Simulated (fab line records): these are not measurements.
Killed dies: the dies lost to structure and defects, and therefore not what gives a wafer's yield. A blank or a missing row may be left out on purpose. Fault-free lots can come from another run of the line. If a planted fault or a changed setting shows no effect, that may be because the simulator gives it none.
fab line records | flow n5-finfet
[record] lots = 11 wafers = 27 last-day = 17
route steps=1938 shown SD_EPI_P@320 BEOL_M4@1109 BEOL_M5@1112 PASSIVATION@1936
lots that met no fault: from a run of the same line without faults
start-h: hours from the record's first day to the start of the lot's first wafer shown | wait-h: hours from the lot's prior step to this one | " repeats the value in the row above | L1.1+2: a single row standing in for several wafers | - either no value or no given start | * or withheld: withheld | < > ~ a bound
route shown NAME@n: NAME is a module with steps in the file, n the number in the route of the first one | usual: mean and standard deviation over wafers with no fault | same: alike in all rows | chamber/n: place in a boat | sites: each site's reading | _std_site: the values' standard deviation | _edge_site: mean of outer sites minus mean of inner sites | radius-mm: how far each site lies from the wafer's centre | mask NAME#n: copy n | behind: the last tool/chamber to shape the wafer | hold: cause of the lot's hold/its duration in hours/its outcome | device: names the non-switching transistor (n, p or np) | end of line: tests of these same wafers at the route's end | a step given without rows: its recipe and nothing more | killed: not the wafer's yield, but the dies lost to structure and defects at the first sort | map: shows each die of a wafer: x if killed, . if not, _ if none is there
set.NAME: the run value of the setting; set.NAME@STEP: its run value at that earlier step | model.NAME: the simulator's own value behind a step, which no gauge read
steps of the route over a sample of lots; a table a step, a row a wafer
services: the hour from which a tool's chamber was out of use, counted from the record's first day as start-h (under 0 if before that day), plus the number of hours and why
[[steps]]
[step N5_SD_EPI_P_VAPOR_ETCH_44]
[recipe] chemistry = NF3/Ar target = SiGe30 temp-c = 25 time-s = 3.3 mode = isotropic
// columns lot.wafer tool chamber start-h wait-h
L513.1+4+5 epi-rpcvd-02 0 73.23 0.1
L515.4+5 epi-rpcvd-04 0 86.77 0.1
L516.5+6 epi-rpcvd-03 0 90.22 0.2
L517.1+3 epi-rpcvd-03 0 97.83 0.1
L518.1+2+3 epi-rpcvd-03 0 103.61 0.2
L519.2+4+5 epi-rpcvd-04 0 109.39 0.1
L524.3+5+6 epi-rpcvd-04 0 140.35 0.1
L525.4+6 epi-rpcvd-04 0 146.69 0.1
L527.2+4 epi-rpcvd-04 0 158.86 0.2
L529.1+4 epi-rpcvd-03 0 167.68 0.1
L530.3+5+6 epi-rpcvd-02 0 175.23 0.1
[step N5_BEOL_M4_RS_MEAS_58]
[recipe] thk-meas-gauge = four-point-probe reads = Co_of_BEOL_M4_CO_CAP_55+Cu_of_BEOL_M4_ECD_50+Co_of_BEOL_M4_CVD_47+TaN_of_BEOL_M4_ALD_84
[usual] M4_RS = 0.67/0.036
// columns lot.wafer tool chamber start-h wait-h M4_RS[ohm/sq]
L513.1 film-metro-01 - 191.46 0.0 0.61
L513.4 " - " " 0.67
L513.5 " - " " 0.64
L515.4 film-metro-01 - 194.07 0.0 0.71
L515.5 " - " " 0.72
L516.5 film-metro-01 - 213.38 0.0 0.68
L516.6 " - " " 0.66
L517.1 film-metro-02 - 215.08 0.0 0.64
L517.3 " - " " 0.65
L518.1 film-metro-02 - 216.61 0.0 0.68
L518.2 " - " " 0.70
L518.3 " - " " 0.63
L519.2 film-metro-01 - 221.60 0.1 0.68
L519.4 " - " " 0.72
L519.5 " - " " 0.66
L525.4 film-metro-02 - 262.93 0.1 0.66
L525.6 " - " " 0.60
L524.3 film-metro-02 - 267.71 0.1 0.70
L524.5 " - " " 0.64
L524.6 " - " " 0.68
L527.2 film-metro-02 - 272.16 0.1 0.68
L527.4 " - " " 0.67
L529.1 film-metro-01 - 288.59 0.0 0.65
L529.4 " - " " 0.66
L530.3 film-metro-01 - 291.48 0.1 0.68
L530.5 " - " " 0.63
L530.6 " - " " 0.63
[step N5_BEOL_M4_RC_MEAS_101]
[usual] DIBL_N = 35.1/1.5 DIBL_P = 35.2/2 IOFF_N = 0.146/0.028 IOFF_P = 0.20/0.036 IOFF_P_85C = 3.5/0.53 IOFF_P_LIN = 0.097/0.013 ION_N = 670/12 ION_P = 462/8.2 REXT_P = 99.9/2.4 SS_N = 71.2/0.63 SS_P = 73.1/0.7 VT_N = 250/3.6 VT_P = -251/3.3 VT_P_LVT = -99/3.1
// columns lot.wafer tool chamber start-h wait-h DIBL_N[mV/V] DIBL_P[mV/V] IOFF_N[nA/um] IOFF_P[nA/um] IOFF_P_85C[nA/um] IOFF_P_LIN[nA/um] ION_N[uA/um] ION_P[uA/um] REXT_P[ohm.um] SS_N[mV/dec] SS_P[mV/dec] VT_N[mV] VT_P[mV] VT_P_LVT[mV]
L513.1 prober-02 0 191.51 0.0 37.9 38.4 0.224 0.29 4.8 0.126 698 474 108.0 71.8 73.8 242 -245 -93
L513.4 " 0 " " 36.7 36.5 0.184 0.26 4.4 0.117 659 458 107.7 71.6 74.0 247 -246 -93
L513.5 " 0 " " 37.4 37.5 0.204 0.29 4.8 0.126 689 469 107.8 72.0 73.9 246 -245 -94
L515.4 prober-02 0 194.58 0.5 37.0 38.1 0.178 0.21 3.7 0.096 667 455 96.9 71.7 74.1 250 -252 -99
L515.5 " 0 " " 36.6 38.4 0.183 0.22 3.7 0.098 674 467 96.9 71.6 74.4 246 -251 -98
L516.5 prober-02 0 214.04 0.6 33.5 34.3 0.117 0.17 2.9 0.083 660 457 102.0 71.1 72.3 255 -253 -102
L516.6 " 0 " " 37.4 39.3 0.196 0.26 4.3 0.113 680 465 101.1 72.9 73.2 248 -249 -97
L517.1 prober-02 0 215.13 0.0 36.9 35.9 0.197 0.25 4.2 0.119 699 475 101.8 71.1 74.2 242 -245 -93
L517.3 " 0 " " 37.3 36.5 0.203 0.25 4.3 0.119 670 458 104.1 71.3 74.4 246 -247 -93
L518.1 prober-01 0 216.66 0.0 34.3 37.1 0.143 0.21 3.6 0.099 665 463 99.4 70.8 73.3 253 -247 -98
L518.2 " 0 " " 34.2 36.8 0.154 0.21 3.6 0.099 681 470 100.3 71.8 73.1 250 -247 -99
L518.3 " 0 " " 34.9 37.4 0.160 0.21 3.6 0.101 680 468 100.0 71.5 74.0 248 -248 -98
L519.2 prober-02 0 221.81 0.2 37.2 37.5 0.161 0.20 3.4 0.092 668 458 98.3 71.2 74.1 250 -252 -102
L519.4 " 0 " " 36.5 37.7 0.155 0.21 3.5 0.095 675 468 96.9 71.8 73.9 249 -252 -100
L519.5 " 0 " " 35.6 35.0 0.128 0.17 2.9 0.081 668 456 97.3 71.4 73.0 253 -254 -103
L525.4 prober-02 0 264.11 1.2 32.8 34.1 0.126 0.19 3.5 0.097 664 464 100.0 70.7 72.5 251 -251 -98
L525.6 " 0 " " 33.9 29.2 0.145 0.09 1.9 0.052 673 418 133.7 71.0 72.4 249 -263 -113
L524.3 prober-02 0 268.07 0.3 36.8 36.2 0.159 0.19 3.4 0.092 650 447 103.3 72.4 73.2 250 -253 -101
L524.5 " 0 " " 34.0 34.2 0.123 0.16 2.8 0.081 674 457 102.8 70.9 72.8 253 -256 -102
L524.6 " 0 " " 33.5 27.1 0.112 0.07 1.4 0.040 660 405 135.4 70.4 71.0 252 -271 -117
L527.2 prober-02 0 272.36 0.2 36.0 29.4 0.151 0.09 1.8 0.050 675 413 134.5 71.0 71.9 251 -267 -115
L527.4 " 0 " " 32.7 31.6 0.103 0.15 2.8 0.078 652 454 102.2 70.4 72.0 256 -256 -103
L529.1 prober-01 0 288.64 0.0 34.3 33.0 0.113 0.16 2.9 0.080 673 463 99.8 70.9 72.8 253 -253 -101
L529.4 " 0 " " 36.1 35.3 0.139 0.19 3.3 0.091 674 468 99.1 70.2 73.2 251 -253 -99
L530.3 prober-01 0 291.84 0.3 32.4 31.6 0.116 0.19 3.3 0.092 656 460 100.5 70.9 71.7 254 -251 -99
L530.5 " 0 " " 32.4 31.9 0.120 0.19 3.2 0.091 666 462 100.2 71.7 72.3 252 -249 -100
L530.6 " 0 " " 35.7 36.2 0.183 0.26 4.3 0.116 680 475 99.3 71.9 73.1 246 -245 -94
[step N5_BEOL_M5_ILD_DEP_00]
[recipe] material = SiCOH_lowk target-thk-a = 1406.4 temp-c = 300 precursor = DEMS/porogen pressure-torr = 5 rf-w = 500 time-s = 25.9
[usual] heater-power-w = 333/62 showerhead-plenum-p-Torr = 5.741/0.017 throttle-valve-pct = 13.9/1.2
// columns lot.wafer tool chamber start-h wait-h heater-power-w showerhead-plenum-p-Torr throttle-valve-pct
L513.1 pecvd-04 0 192.47 0.8 257 5.767 12.9
L513.4 " 1 " " 384 5.741 15.7
L513.5 " 0 " " 254 5.764 12.9
L515.4 pecvd-04 1 195.10 0.4 374 5.755 15.8
L515.5 " 0 " " 288 5.760 12.8
L516.5 pecvd-01 1 214.42 0.2 331 5.742 15.8
L516.6 " 2 " " 366 5.715 13.1
L517.1 pecvd-01 1 216.11 0.8 341 5.746 15.6
L517.3 " 0 " " 446 5.745 13.0
L518.1 pecvd-04 1 217.63 0.8 380 5.762 15.9
L518.2 " 0 " " 258 5.762 13.0
L518.3 " 0 " " 254 5.767 12.8
L519.2 pecvd-03 2 222.62 0.7 376 5.746 13.4
L519.4 " 2 " " 379 5.741 13.0
L519.5 " 1 " " 306 5.722 13.2
L525.4 pecvd-04 1 264.63 0.4 385 5.753 15.7
L525.6 " 1 " " 389 5.746 15.8
L524.3 pecvd-03 0 268.73 0.5 240 5.733 13.7
L524.5 " 2 " " 378 5.766 13.0
L524.6 " 0 " " 243 5.734 13.6
L527.2 pecvd-03 0 273.18 0.7 258 5.726 13.9
L527.4 " 1 " " 352 5.735 13.2
L529.1 pecvd-03 2 289.61 0.8 347 5.749 13.3
L529.4 " 0 " " 264 5.716 13.9
L530.3 pecvd-04 0 292.49 0.5 267 5.770 13.5
L530.5 " 2 " " 222 5.717 13.1
L530.6 " 1 " " 329 5.751 15.8
[step N5_BEOL_M5_CURE_79]
[recipe] temp-c = 385 time-s = 240 ambient = He/Ar material = SiCOH_lowk
[usual] lamp-power-pct = 52.32/0.057 wafer_temp_C_max = 386.8/0.58
// columns lot.wafer tool chamber start-h wait-h lamp-power-pct wafer_temp_C_max
L513.1 uv-cure-01 0 192.53 0.0 52.25 387.4
L513.4 " 0 " " 52.28 387.8
L513.5 " 0 " " 52.34 387.2
L515.4 uv-cure-02 0 195.38 0.3 52.19 387.6
L515.5 " 0 " " 52.34 387.2
L516.5 uv-cure-03 0 214.78 0.3 52.30 386.9
L516.6 " 0 " " 52.29 386.2
L517.1 uv-cure-02 0 216.17 0.0 52.34 387.5
L517.3 " 0 " " 52.37 386.8
L518.1 uv-cure-02 2 218.92 1.3 52.40 386.0
L518.2 " 2 " " 52.27 386.5
L518.3 " 2 " " 52.29 387.7
L519.2 uv-cure-02 1 223.28 0.6 52.31 386.5
L519.4 " 1 " " 52.30 386.3
L519.5 " 1 " " 52.35 385.8
L525.4 uv-cure-02 1 264.93 0.3 52.28 386.5
L525.6 " 1 " " 52.28 386.1
L524.3 uv-cure-02 0 268.95 0.2 52.37 387.0
L524.5 " 0 " " 52.31 387.3
L524.6 " 0 " " 52.32 387.1
L527.2 uv-cure-02 0 273.32 0.1 52.32 387.4
L527.4 " 0 " " 52.34 387.2
L529.1 uv-cure-02 1 289.67 0.0 52.32 386.2
L529.4 " 1 " " 52.37 385.9
L530.3 uv-cure-03 2 292.71 0.2 52.37 386.6
L530.5 " 2 " " 52.28 386.2
L530.6 " 2 " " 52.33 386.3
[step N5_PASSIVATION_PROBE_49]
[usual] defect-limited-yield = 91.4/1.4 killed_at_M0_to_M3 = 32/10 killed_at_M4_up = 13/5.6 killed-at-contacts = 13/6.6 killed-at-front-end = 39/13 killed-at-other = 3.4/2.8 killed-dies = 101/17 killed-open = 66/13 killed-short = 33/7 sort_bin_5_function = 5.0/0.93 sort_bin_6_memory = 3.2/0.65 sort_bin_8_speed = 0.01/0.16 sort-n-pass = 1078/17 sort-yield-pct = 91.4/1.4
[same] gross-dies = 1180 killed-at-back-side = 0 sort_bin_4_leakage[%] = 0
// columns lot.wafer tool chamber start-h wait-h defect-limited-yield[%] killed_at_M0_to_M3 killed_at_M4_up killed-at-contacts killed-at-front-end killed-at-other killed-dies killed-open killed-short sort_bin_5_function[%] sort_bin_6_memory[%] sort_bin_8_speed[%] sort-n-pass sort-yield-pct[%]
L517.1 prober-01 - 334.95 0.0 90.0 48 10 10 47 3 118 80 36 5.9 3.8 0 1062 90.0
L517.3 prober-01 - 335.05 0.1 88.8 45 20 5 57 5 132 91 37 6.2 4.2 0 1048 88.8
L524.3 prober-01 - 365.15 0.1 90.5 45 14 4 41 8 112 57 42 4.8 3.4 0 1068 90.5
L524.5 prober-01 - 365.25 0.2 91.8 48 11 9 26 3 97 55 41 4.9 3.1 0 1083 91.8
L524.6 prober-01 - 365.30 0.3 91.9 33 16 7 32 8 96 57 31 4.2 3.3 91.86 0 0
L525.4 prober-01 - 374.68 0.2 92.9 25 15 11 30 3 84 54 28 3.6 3.3 0 1096 92.9
L525.6 prober-01 - 374.78 0.3 92.5 28 16 11 30 4 89 60 29 4.8 2.5 88.14 51 4.3
L527.2 prober-02 - 383.14 0.1 90.0 50 19 21 24 4 118 74 42 5.6 3.9 88.31 20 1.7
L527.4 prober-02 - 383.24 0.2 91.6 43 12 11 28 5 99 56 38 5.1 2.5 0 1081 91.6
L529.1 prober-01 - 399.07 0.0 91.4 41 12 18 26 5 102 75 27 5.1 3.3 0 1078 91.4
L529.4 prober-01 - 399.22 0.2 93.0 34 17 5 24 3 83 63 20 4.7 2.2 0 1097 93.0
// killed by level:class
L517.1 BEOL_M2:geometric-particle:open=13 MOL_CONTACT_COAG:geometric-particle:open=10 FIN_SAQP:geometric-particle:open=9 FIN_SAQP:geometric-particle:short=8 BEOL_M0_SAQP:geometric-particle:open=8 BEOL_M3:geometric-particle:open=7 DUMMY_GATE:geometric-particle:open=6 BEOL_M0_SAQP:geometric-particle:short=6
L517.3 BEOL_M2:geometric-particle:open=17 BEOL_M3:geometric-particle:open=11 BEOL_M4:geometric-particle:open=11 FIN_SAQP:geometric-particle:open=10 GATE_CUT:geometric-particle:short=9 FIN_SAQP:geometric-particle:short=6 DUMMY_GATE:geometric-particle:open=6 GATE_CUT:geometric-particle:open=6
L524.3 BEOL_M0_SAQP:geometric-particle:short=16 HKMG_FIN:area-etch=12 BEOL_M2:geometric-particle:open=9 FIN_SAQP:geometric-particle:open=8 STI_FIN_REVEAL:geometric-particle:open=8 BEOL_M4:geometric-particle:open=6 FIN_SAQP:geometric-particle:short=5 BEOL_M0_SAQP:geometric-particle:open=5
L524.5 BEOL_M0_SAQP:geometric-particle:short=20 BEOL_M0_SAQP:geometric-particle:open=13 MOL_CONTACT_COAG:geometric-particle:open=7 BEOL_M2:geometric-particle:open=7 FIN_SAQP:geometric-particle:open=6 FIN_SAQP:geometric-particle:short=5 BEOL_M4:geometric-particle:open=4 STARTING-WAFER:geometric-particle:open=3
L524.6 BEOL_M0_SAQP:geometric-particle:open=11 BEOL_M0_SAQP:geometric-particle:short=10 BEOL_M2:geometric-particle:open=8 FIN_SAQP:geometric-particle:short=7 HKMG_FIN:area-etch=6 MOL_CONTACT_COAG:geometric-particle:open=5 BEOL_M4:geometric-particle:open=5 BEOL_M5:geometric-particle:open=4
L525.4 MOL_CONTACT_COAG:geometric-particle:open=7 BEOL_M0_SAQP:geometric-particle:short=7 STI_FIN_REVEAL:geometric-particle:open=6 DUMMY_GATE:geometric-particle:open=5 BEOL_M3:geometric-particle:open=5 BEOL_M2:geometric-particle:open=5 BEOL_M4:geometric-particle:open=5 FIN_SAQP:geometric-particle:open=4
L525.6 MOL_CONTACT_COAG:geometric-particle:open=9 STI_FIN_REVEAL:geometric-particle:open=8 BEOL_M2:geometric-particle:open=8 BEOL_M0_SAQP:geometric-particle:short=7 FIN_SAQP:geometric-particle:open=5 BEOL_M0_SAQP:geometric-particle:open=5 BEOL_M6:geometric-particle:open=4 FIN_SAQP:geometric-particle:short=3
L527.2 MOL_CONTACT_COAG:geometric-particle:open=15 BEOL_M0_SAQP:geometric-particle:short=12 FIN_SAQP:geometric-particle:open=10 BEOL_M2:geometric-particle:open=10 BEOL_M1:geometric-particle:open=10 MOL_CONTACT_COAG:geometric-particle:short=6 BEOL_M0_SAQP:geometric-particle:open=6 GATE_CUT:geometric-particle:short=4
L527.4 BEOL_M0_SAQP:geometric-particle:open=9 BEOL_M0_SAQP:geometric-particle:short=8 BEOL_M3:geometric-particle:open=7 FIN_SAQP:geometric-particle:open=6 MOL_CONTACT_COAG:geometric-particle:open=6 BEOL_M1:geometric-particle:open=6 MOL_CONTACT_COAG:geometric-particle:short=5 BEOL_M1:geometric-particle:short=5
L529.1 MOL_CONTACT_COAG:geometric-particle:open=14 BEOL_M2:geometric-particle:open=11 BEOL_M3:geometric-particle:open=10 BEOL_M1:geometric-particle:open=5 STARTING-WAFER:geometric-particle:short=5 FIN_SAQP:geometric-particle:open=4 MOL_CONTACT_COAG:geometric-particle:short=4 BEOL_M0_SAQP:geometric-particle:open=4
L529.4 BEOL_M0_SAQP:geometric-particle:open=10 BEOL_M2:geometric-particle:open=10 FIN_SAQP:geometric-particle:open=7 MOL_CONTACT_COAG:geometric-particle:open=5 BEOL_M0_SAQP:geometric-particle:short=5 BEOL_M1:geometric-particle:open=4 BEOL_M3:geometric-particle:open=4 BEOL_M4:geometric-particle:open=4
[[services]]
// columns tool chamber start-h hours kind
epi-rpcvd-03 - 50.67 6.0 pm
epi-rpcvd-04 - 58.52 14.6 pm
pecvd-03 1 78.58 19.1 repair
uv-cure-03 - 101.93 0.7 repair
uv-cure-03 - 105.09 7.5 pm
pecvd-04 2 108.12 2.1 scheduled-down
pecvd-04 - 112.98 0.2 repair
uv-cure-03 - 114.38 2.8 pm
pecvd-03 - 124.32 1.0 repair
uv-cure-01 - 129.54 4.1 repair
uv-cure-03 - 133.46 1.4 repair
pecvd-04 2 140.23 3.6 repair
uv-cure-03 - 151.23 6.3 repair
uv-cure-03 - 178.09 1.0 pm
uv-cure-02 - 196.51 7.5 pm
uv-cure-01 - 211.33 24.9 pm
uv-cure-03 - 222.86 4.3 pm
pecvd-04 - 232.58 2.6 repair
uv-cure-01 - 236.23 3.4 pm
epi-rpcvd-04 - 246.02 0.4 repair
epi-rpcvd-04 - 251.00 1.8 repair
epi-rpcvd-04 - 253.87 0.5 pm
uv-cure-01 - 262.07 0.9 repair
epi-rpcvd-04 - 280.54 6.0 pm
[[key]]
[first-sign] step = N5_BEOL_M4_RC_MEAS_101 reading = REXT_P direction = up sigmas = 15 usual = 99.9 struck = 134.5
[effect] step = N5_BEOL_M4_RC_MEAS_101 reading = ION_P direction = down sigmas = 6.1 usual = 462 struck = 412
[effect] step = N5_BEOL_M4_RC_MEAS_101 reading = VT_P_LVT direction = down sigmas = 5.1 usual = -99 struck = -115
[effect] step = N5_BEOL_M4_RC_MEAS_101 reading = VT_P direction = down sigmas = 4.9 usual = -251 struck = -267
[effect] step = N5_BEOL_M4_RC_MEAS_101 reading = IOFF_P_LIN direction = down sigmas = 3.7 usual = 0.097 struck = 0.047
[effect] step = N5_BEOL_M4_RC_MEAS_101 reading = IOFF_P_85C direction = down sigmas = 3.5 usual = 3.5 struck = 1.7
[effect] step = N5_BEOL_M4_RC_MEAS_101 reading = DIBL_P direction = down sigmas = 3.4 usual = 35.2 struck = 28.6
[effect] step = N5_BEOL_M4_RC_MEAS_101 reading = IOFF_P direction = down sigmas = 3.3 usual = 0.20 struck = 0.08
[effect] step = N5_PASSIVATION_PROBE_49 reading = sort_bin_8_speed direction = up sigmas = 99+ usual = 0.01 struck = 89.44
met-at N5_SD_EPI_P_VAPOR_ETCH_44
struck-lots L524,L525,L527
struck-wafers L524.6,L525.6,L527.2
[baseline-loss] step = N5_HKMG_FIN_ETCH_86 wafers = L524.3
not-acting-at N5_BEOL_M4_RS_MEAS_58,N5_BEOL_M5_ILD_DEP_00,N5_BEOL_M5_CURE_79
onset-between 109.39 140.35
[fault] kind = process-parameter-drift tool = epi-rpcvd-04 chamber = - onset-h = 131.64 steps = N5_SD_EPI_P_VAPOR_ETCH_44 channel = time-s offset = * shape = step end-h = 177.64 scope = struck-wafers-only acts-in = * stated = *
// baseline-loss: these wafers lose ten dies or more at that step, a loss of the line's own and not of a fault; the sort's usual values leave them out
